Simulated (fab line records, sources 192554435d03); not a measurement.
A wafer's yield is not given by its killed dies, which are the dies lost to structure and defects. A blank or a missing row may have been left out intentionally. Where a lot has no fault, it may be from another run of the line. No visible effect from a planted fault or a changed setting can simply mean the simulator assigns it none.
Which tool is to blame?    flow n5_finfet    22 lots with 66 wafers sampled at 6 steps, on a route of 1938 steps

WHAT THE GAUGES SHOWED, per wafer
The record holds no reading of a measuring or inspecting step that can be judged against a usual standard deviation.

WHAT TOOL EACH LOT RAN ON (gives the tool, then ch and the chambers of the sampled wafers, and finally the start)
lot   N5_GATE_CUT_CMP_02             N5_GATE_CUT_ETCH_28                 N5_GATE_CUT_HM_OPEN_40              N5_GATE_CUT_VAPOR_ETCH_49          N5_GATE_CUT_CMP_23             N5_MOL_CONTACT_COAG_ETCH_59
L074  cmp-02 ch 0,2,3, day 4 11:34   rie_diel-01 ch 2,3, day 4 12:53     rie_diel-01 ch 2,3, day 4 13:00     rie_metal-01 ch 0,1, day 4 13:26   cmp-01 ch 1,2,3, day 4 15:13   rie_diel-06 ch 1,3, day 4 17:01
L075  cmp-01 ch 0,1,2, day 4 19:06   rie_diel-01 ch 0,2,3, day 4 19:53   rie_diel-01 ch 0,2,3, day 4 20:01   rie_metal-02 ch 0,1, day 4 20:28   cmp-04 ch 0,1,2, day 4 23:20   rie_diel-02 ch 0,3, day 5 00:47
L076  cmp-01 ch 0,2,3, day 4 22:59   rie_diel-04 ch 0,2,3, day 4 23:49   rie_diel-04 ch 0,2,3, day 4 23:57   rie_metal-02 ch 0,1, day 5 00:23   cmp-01 ch 1,2,3, day 5 02:07   rie_diel-02 ch 1,2,3, day 5 03:46
L077  cmp-04 ch 0,1,3, day 5 05:43   rie_diel-03 ch 0,2,3, day 5 06:35   rie_diel-03 ch 0,2,3, day 5 06:43   rie_metal-03 ch 0,1, day 5 07:09   cmp-04 ch 0,2,3, day 5 09:05   rie_diel-05 ch 0,1,2, day 5 10:33
L078  cmp-02 ch 0,2,3, day 5 09:43   rie_diel-01 ch 1,3, day 5 10:32     rie_diel-01 ch 1,3, day 5 10:40     rie_metal-01 ch 0,1, day 5 11:07   cmp-02 ch 0,2,3, day 5 13:14   rie_diel-02 ch 0,1, day 5 14:52
L079  cmp-04 ch 0,2,3, day 5 15:04   rie_diel-03 ch 0,2,3, day 5 15:57   rie_diel-03 ch 0,2,3, day 5 16:05   rie_metal-01 ch 0,1, day 5 16:31   cmp-02 ch 1,2, day 5 18:14     rie_diel-06 ch 1,3, day 5 19:51
L080  cmp-01 ch 1,2, day 6 02:40     rie_diel-03 ch 0,3, day 6 03:29     rie_diel-03 ch 0,3, day 6 03:37     rie_metal-03 ch 0,1, day 6 04:04   cmp-01 ch 1,2, day 6 05:53     rie_diel-02 ch 0,3, day 6 07:28
L081  cmp-01 ch 0,3, day 6 05:25     rie_diel-01 ch 0,1, day 6 06:13     rie_diel-01 ch 0,1, day 6 06:20     rie_metal-01 ch 0,1, day 6 06:47   cmp-04 ch 0,1,2, day 6 08:52   rie_diel-06 ch 0,1,3, day 6 10:25
L082  cmp-04 ch 0,1, day 6 12:33     rie_diel-03 ch 0,2,3, day 6 13:52   rie_diel-03 ch 0,2,3, day 6 14:00   rie_metal-02 ch 0,1, day 6 14:26   cmp-04 ch 0,1,3, day 6 16:14   rie_diel-02 ch 1,2, day 6 17:44
L083  cmp-01 ch 0,1, day 6 21:43     rie_diel-04 ch 0,1,2, day 6 22:33   rie_diel-04 ch 0,1,2, day 6 22:41   rie_metal-03 ch 0,1, day 6 23:07   cmp-01 ch 0,1,2, day 7 00:58   rie_diel-06 ch 1,3, day 7 02:21
L085  cmp-01 ch 0,3, day 7 06:55     rie_diel-04 ch 0,2,3, day 7 07:44   rie_diel-04 ch 0,2,3, day 7 07:52   rie_metal-02 ch 0,1, day 7 08:18   cmp-04 ch 0,1, day 7 10:04     rie_diel-05 ch 0,1,3, day 7 11:33
L087  cmp-04 ch 0,1,2, day 7 16:32   rie_diel-01 ch 0,3, day 7 17:27     rie_diel-01 ch 0,3, day 7 17:35     rie_metal-02 ch 1, day 7 18:01     cmp-04 ch 1,2,3, day 7 20:07   rie_diel-02 ch 2,3, day 7 21:47
L088  cmp-02 ch 0,1,2, day 8 02:28   rie_diel-03 ch 0,1,2, day 8 03:28   rie_diel-03 ch 0,1,2, day 8 03:35   rie_metal-02 ch 0,1, day 8 04:02   cmp-04 ch 0,1,3, day 8 05:48   rie_diel-05 ch 0,1, day 8 07:29
L089  cmp-01 ch 0,1,3, day 8 04:36   rie_diel-03 ch 0,1,3, day 8 05:28   rie_diel-03 ch 0,1,3, day 8 05:36   rie_metal-03 ch 0,1, day 8 06:02   cmp-02 ch 2,3, day 8 07:52     rie_diel-05 ch 1,2, day 8 09:21
L090  cmp-02 ch 1,2,3, day 8 10:02   rie_diel-01 ch 0,2,3, day 8 10:47   rie_diel-01 ch 0,2,3, day 8 10:55   rie_metal-03 ch 0,1, day 8 11:22   cmp-01 ch 2,3, day 8 13:13     rie_diel-06 ch 2,3, day 8 14:50
L091  cmp-01 ch 2,3, day 8 15:34     rie_diel-01 ch 1,3, day 8 16:24     rie_diel-01 ch 1,3, day 8 16:32     rie_metal-01 ch 0,1, day 8 16:58   cmp-01 ch 2,3, day 8 18:42     rie_diel-05 ch 0,1,2, day 8 20:57
L092  cmp-04 ch 0,1,2, day 8 22:07   rie_diel-03 ch 0,1,3, day 8 22:54   rie_diel-03 ch 0,1,3, day 8 23:02   rie_metal-03 ch 0, day 8 23:28     cmp-01 ch 0,1, day 9 01:17     rie_diel-06 ch 0,1,3, day 9 03:10
L093  cmp-01 ch 0,2, day 9 08:31     rie_diel-04 ch 0,1,2, day 9 09:31   rie_diel-04 ch 0,1,2, day 9 09:38   rie_metal-03 ch 0,1, day 9 10:04   cmp-01 ch 2,3, day 9 11:48     rie_diel-02 ch 0,2, day 9 13:22
L094  cmp-01 ch 2,3, day 9 16:20     rie_diel-04 ch 0,1, day 9 17:22     rie_diel-04 ch 0,1, day 9 17:29     rie_metal-01 ch 0, day 9 17:56     cmp-04 ch 0,2,3, day 9 19:41   rie_diel-02 ch 0,1,3, day 9 21:09
L095  cmp-04 ch 2,3, day 9 17:47     rie_diel-01 ch 1,3, day 9 19:31     rie_diel-01 ch 1,3, day 9 19:39     rie_metal-03 ch 0,1, day 9 20:06   cmp-04 ch 0,3, day 9 22:05     rie_diel-02 ch 0,1, day 9 23:56
L096  cmp-02 ch 2,3, day 10 09:49    rie_diel-01 ch 0,2,3, day 10 11:53  rie_diel-01 ch 0,2,3, day 10 12:01  rie_metal-02 ch 0,1, day 10 12:28  cmp-02 ch 0,2, day 10 14:13    rie_diel-05 ch 0,2,3, day 10 15:40
L097  cmp-01 ch 0,1,2, day 10 12:08  rie_diel-03 ch 1,2,3, day 10 13:32  rie_diel-03 ch 1,2,3, day 10 13:40  rie_metal-01 ch 0,1, day 10 14:06  cmp-01 ch 0,2,3, day 10 15:49  rie_diel-05 ch 0,1,2, day 10 17:19
- N5_GATE_CUT_CMP_02: polishes, stops on SiO2, t overpolish 12.7 s, target thk 0 nm.
- N5_GATE_CUT_ETCH_28: etches underlayer in N2/H2, target depth 13 nm, time 10.4 s.
- N5_GATE_CUT_HM_OPEN_40: chemistry C4F6/O2, target SiO2, target depth 139 nm, time 85.1 s.
- N5_GATE_CUT_VAPOR_ETCH_49: etches TiAlC in BCl3/Cl2.
- N5_GATE_CUT_CMP_23: polishes, stops on SiO2, t overpolish 23.4 s, target thk 16 nm.
- N5_MOL_CONTACT_COAG_ETCH_59: etches underlayer in N2/H2, target depth 13 nm, time 10.4 s.

AS READ BY THE TOOLS THEMSELVES (means over the sampled wafers that have a number; for cases with no such wafer, the mark the record gives instead)
N5_GATE_CUT_CMP_02. Usual: motor_current_A 9.4 A, standard deviation 0.84; overpolish_run_s 12.699 s, standard deviation 0.0088; time_to_endpoint_s 25.4 s, standard deviation 1.9.
lot   tool    motor_current_A (A)  overpolish_run_s (s)  time_to_endpoint_s (s)  flag
L074  cmp-02  8.3                  12.699                26.3                    
L075  cmp-01  9.9                  12.699                26.3                    
L076  cmp-01  9.6                  12.694                26.1                    
L077  cmp-04  9.3                  12.701                23.2                    
L078  cmp-02  8.4                  12.704                26.0                    
L079  cmp-04  9.2                  12.699                23.4                    
L080  cmp-01  10.2                 12.700                23.6                    
L081  cmp-01  9.1                  12.699                23.9                    
L082  cmp-04  9.5                  12.698                24.0                    
L083  cmp-01  9.5                  12.699                25.9                    
L085  cmp-01  9.4                  12.704                25.9                    
L087  cmp-04  9.0                  12.702                24.3                    
L088  cmp-02  9.1                  12.703                24.7                    
L089  cmp-01  9.6                  12.688                26.5                    
L090  cmp-02  9.2                  12.696                27.7                    
L091  cmp-01  10.0                 12.698                27.4                    
L092  cmp-04  9.0                  12.702                23.2                    
L093  cmp-01  9.4                  12.695                28.5                    
L094  cmp-01  10.2                 12.691                25.6                    
L095  cmp-04  8.5                  12.700                25.6                    
L096  cmp-02  8.0                  12.705                26.0                    
L097  cmp-01  10.1                 12.701                24.0                    

N5_GATE_CUT_ETCH_28. Usual: drypump_motor_current_A 5.5 A, standard deviation 0.4; etch_rf_on_time_s 10.29 s, standard deviation 0.16; oes_product_au 0.70 a.u., standard deviation 0.076; rf_vpp_V 524.9 V, standard deviation 2.8; showerhead_plenum_p_Torr 2.58 Torr, standard deviation 0.096; throttle_valve_pct 17.83 %, standard deviation 0.25.
lot   tool         drypump_motor_current_A (A)  etch_rf_on_time_s (s)  oes_product_au (a.u.)  rf_vpp_V (V)  showerhead_plenum_p_Torr (Torr)  throttle_valve_pct (%)  flag
L074  rie_diel-01  5.5                          10.03                  0.67                   524.1         2.55                             17.93                   
L075  rie_diel-01  5.4                          10.15                  0.72                   526.1         2.61                             17.87                   
L076  rie_diel-04  6.0                          10.49                  0.61                   524.7         2.55                             17.95                   
L077  rie_diel-03  5.1                          10.22                  0.71                   523.3         2.53                             18.03                   
L078  rie_diel-01  5.6                          10.07                  0.79                   526.3         2.64                             17.57                   
L079  rie_diel-03  5.1                          10.33                  0.71                   522.8         2.53                             18.02                   
L080  rie_diel-03  5.1                          10.27                  0.66                   520.9         2.44                             18.02                   
L081  rie_diel-01  5.7                          10.28                  0.77                   528.2         2.71                             17.50                   
L082  rie_diel-03  5.2                          10.37                  0.69                   524.0         2.53                             18.03                   
L083  rie_diel-04  5.8                          10.40                  0.64                   524.2         2.57                             17.86                   
L085  rie_diel-04  6.0                          10.42                  0.60                   523.8         2.54                             17.98                   
L087  rie_diel-01  5.2                          10.22                  0.76                   526.8         2.66                             17.84                   
L088  rie_diel-03  5.5                          10.15                  0.69                   524.1         2.56                             17.96                   
L089  rie_diel-03  5.3                          10.31                  0.70                   522.7         2.49                             17.93                   
L090  rie_diel-01  5.3                          10.18                  0.70                   524.0         2.60                             17.91                   
L091  rie_diel-01  5.6                          10.05                  0.75                   526.0         2.63                             17.61                   
L092  rie_diel-03  5.3                          10.32                  0.69                   522.2         2.49                             17.93                   
L093  rie_diel-04  5.8                          10.47                  0.62                   523.9         2.56                             17.90                   
L094  rie_diel-04  5.7                          10.48                  0.65                   523.2         2.51                             17.74                   
L095  rie_diel-01  5.6                          10.09                  0.74                   525.1         2.62                             17.64                   
L096  rie_diel-01  5.3                          10.16                  0.77                   526.0         2.59                             17.79                   
L097  rie_diel-03  5.3                          10.25                  0.71                   524.1         2.57                             17.95                   

N5_GATE_CUT_HM_OPEN_40. Usual: drypump_motor_current_A 5.5 A, standard deviation 0.4; etch_rf_on_time_s 93.4 s, standard deviation 1.7; oes_product_au 0.74 a.u., standard deviation 0.081; rf_vpp_V 667 V, standard deviation 7.1; showerhead_plenum_p_Torr 2.89 Torr, standard deviation 0.1; throttle_valve_pct 20.94 %, standard deviation 0.26.
lot   tool         drypump_motor_current_A (A)  etch_rf_on_time_s (s)  oes_product_au (a.u.)  rf_vpp_V (V)  showerhead_plenum_p_Torr (Torr)  throttle_valve_pct (%)  flag
L074  rie_diel-01  5.5                          92.0                   0.71                   668           2.86                             21.02                   
L075  rie_diel-01  5.4                          92.7                   0.77                   670           2.92                             20.95                   
L076  rie_diel-04  6.0                          95.9                   0.64                   669           2.87                             21.10                   
L077  rie_diel-03  5.1                          93.1                   0.75                   660           2.83                             21.14                   
L078  rie_diel-01  5.6                          93.0                   0.83                   675           2.94                             20.69                   
L079  rie_diel-03  5.1                          93.2                   0.74                   661           2.83                             21.14                   
L080  rie_diel-03  5.1                          92.0                   0.70                   658           2.73                             21.15                   
L081  rie_diel-01  5.6                          93.3                   0.82                   672           3.02                             20.57                   
L082  rie_diel-03  5.1                          92.8                   0.74                   660           2.83                             21.16                   
L083  rie_diel-04  5.8                          94.6                   0.67                   671           2.88                             20.96                   
L085  rie_diel-04  6.0                          93.4                   0.63                   667           2.86                             21.12                   
L087  rie_diel-01  5.2                          92.9                   0.80                   670           2.97                             20.91                   
L088  rie_diel-03  5.5                          91.8                   0.73                   659           2.87                             21.08                   
L089  rie_diel-03  5.3                          92.6                   0.73                   660           2.79                             21.05                   
L090  rie_diel-01  5.4                          93.2                   0.74                   670           2.91                             20.98                   
L091  rie_diel-01  5.6                          91.9                   0.79                   675           2.93                             20.72                   
L092  rie_diel-03  5.3                          93.3                   0.73                   661           2.79                             21.07                   
L093  rie_diel-04  5.8                          93.0                   0.66                   672           2.87                             20.98                   
L094  rie_diel-04  5.7                          95.2                   0.69                   675           2.81                             20.79                   
L095  rie_diel-01  5.6                          92.6                   0.78                   674           2.93                             20.75                   
L096  rie_diel-01  5.3                          92.3                   0.80                   669           2.90                             20.88                   
L097  rie_diel-03  5.4                          93.5                   0.75                   662           2.88                             21.08                   

N5_GATE_CUT_VAPOR_ETCH_49. Usual: drypump_motor_current_A 5.6 A, standard deviation 0.41; oes_product_au 0.82 a.u., standard deviation 0.092.
lot   tool          drypump_motor_current_A (A)  oes_product_au (a.u.)  flag
L074  rie_metal-01  5.8                          0.86                   
L075  rie_metal-02  5.6                          0.82                   
L076  rie_metal-02  5.6                          0.83                   
L077  rie_metal-03  5.7                          0.83                   
L078  rie_metal-01  5.8                          0.84                   
L079  rie_metal-01  5.6                          0.89                   
L080  rie_metal-03  5.7                          0.83                   
L081  rie_metal-01  5.6                          0.88                   
L082  rie_metal-02  5.7                          0.82                   
L083  rie_metal-03  5.5                          0.85                   
L085  rie_metal-02  5.3                          0.74                   
L087  rie_metal-02  6.0                          0.89                   
L088  rie_metal-02  5.3                          0.73                   
L089  rie_metal-03  5.5                          0.85                   
L090  rie_metal-03  5.7                          0.81                   
L091  rie_metal-01  5.8                          0.81                   
L092  rie_metal-03  5.3                          0.87                   
L093  rie_metal-03  5.5                          0.84                   
L094  rie_metal-01  5.3                          0.88                   
L095  rie_metal-03  5.5                          0.84                   
L096  rie_metal-02  5.7                          0.79                   
L097  rie_metal-01  5.6                          0.84                   

N5_GATE_CUT_CMP_23. Usual: motor_current_A 9.3 A, standard deviation 0.79; overpolish_run_s 23.400 s, standard deviation 0.0083; time_to_endpoint_s 19.2 s, standard deviation 1.8.
lot   tool    motor_current_A (A)  overpolish_run_s (s)  time_to_endpoint_s (s)  flag
L074  cmp-01  10.1                 23.402                18.8                    
L075  cmp-04  9.2                  23.399                20.0                    
L076  cmp-01  10.0                 23.393                19.8                    
L077  cmp-04  9.0                  23.403                18.7                    
L078  cmp-02  8.5                  23.393                19.9                    
L079  cmp-02  9.0                  23.395                21.1                    
L080  cmp-01  9.9                  23.399                19.6                    
L081  cmp-04  9.1                  23.401                17.7                    
L082  cmp-04  9.1                  23.399                18.6                    
L083  cmp-01  10.0                 23.408                17.7                    
L085  cmp-04  9.1                  23.390                18.1                    
L087  cmp-04  9.1                  23.403                16.9                    
L088  cmp-04  9.4                  23.404                17.4                    
L089  cmp-02  8.3                  23.399                20.4                    
L090  cmp-01  10.0                 23.403                18.7                    
L091  cmp-01  9.9                  23.398                21.0                    
L092  cmp-01  10.0                 23.404                19.7                    
L093  cmp-01  9.9                  23.400                19.8                    
L094  cmp-04  9.0                  23.410                21.5                    
L095  cmp-04  9.1                  23.399                19.6                    
L096  cmp-02  8.8                  23.403                20.2                    
L097  cmp-01  9.9                  23.404                18.5                    

N5_MOL_CONTACT_COAG_ETCH_59. Usual: drypump_motor_current_A 5.8 A, standard deviation 0.4; etch_rf_on_time_s 10.42 s, standard deviation 0.18; oes_product_au 0.67 a.u., standard deviation 0.083; rf_vpp_V 522.5 V, standard deviation 2.2; showerhead_plenum_p_Torr 2.49 Torr, standard deviation 0.069; throttle_valve_pct 17.94 %, standard deviation 0.25.
lot   tool         drypump_motor_current_A (A)  etch_rf_on_time_s (s)  oes_product_au (a.u.)  rf_vpp_V (V)  showerhead_plenum_p_Torr (Torr)  throttle_valve_pct (%)  flag
L074  rie_diel-06  6.1                          10.37                  0.66                   523.8         2.52                             18.07                   
L075  rie_diel-02  6.0                          10.65                  0.62                   520.6         2.43                             18.12                   
L076  rie_diel-02  5.8                          10.39                  0.64                   522.7         2.51                             18.12                   
L077  rie_diel-05  5.7                          10.39                  0.64                   523.4         2.54                             17.98                   
L078  rie_diel-02  5.6                          10.70                  0.62                   519.5         2.43                             17.97                   
L079  rie_diel-06  6.1                          10.54                  0.65                   521.9         2.49                             17.99                   
L080  rie_diel-02  6.0                          10.61                  0.62                   520.0         2.42                             18.14                   
L081  rie_diel-06  6.0                          10.30                  0.73                   522.7         2.50                             17.93                   
L082  rie_diel-02  5.4                          10.44                  0.64                   522.6         2.50                             17.98                   
L083  rie_diel-06  6.1                          10.40                  0.64                   523.4         2.51                             18.10                   
L085  rie_diel-05  5.5                          10.32                  0.72                   522.7         2.50                             17.76                   
L087  rie_diel-02  6.1                          10.45                  0.62                   522.9         2.50                             18.32                   
L088  rie_diel-05  5.3                          10.46                  0.77                   522.5         2.49                             17.71                   
L089  rie_diel-05  5.9                          10.45                  0.81                   524.5         2.57                             17.75                   
L090  rie_diel-06  6.0                          10.18                  0.76                   522.0         2.47                             17.52                   
L091  rie_diel-05  5.7                          10.30                  0.78                   523.9         2.53                             17.72                   
L092  rie_diel-06  6.0                          10.26                  0.69                   522.5         2.49                             17.97                   
L093  rie_diel-02  6.0                          10.73                  0.60                   522.3         2.48                             18.15                   
L094  rie_diel-02  5.7                          10.43                  0.61                   520.2         2.41                             18.13                   
L095  rie_diel-02  5.6                          10.75                  0.60                   519.9         2.41                             18.03                   
L096  rie_diel-05  5.9                          10.29                  0.69                   524.5         2.52                             17.84                   
L097  rie_diel-05  5.6                          10.34                  0.75                   522.8         2.52                             17.76                   

THE ANSWER, worked out from the rows above alone
Rule: lot off if the mean of its wafers having a number is beyond 3 standard deviations from the usual mean. Also off: a lot with no number at a reading for which 4 or more lots have one. Where the step has rows for the other lots, those lots are counted as sound. After the gauges, taken in route order, come the tools' own readings; for these a lot's mean is taken, as printed above. At the first step where some lot is off, the reading lying furthest off is the one used; lots without a number count as furthest.
Nothing can be told from this: no lot is off at any reading shown.

WHAT THE SIMULATOR HAD INSERTED
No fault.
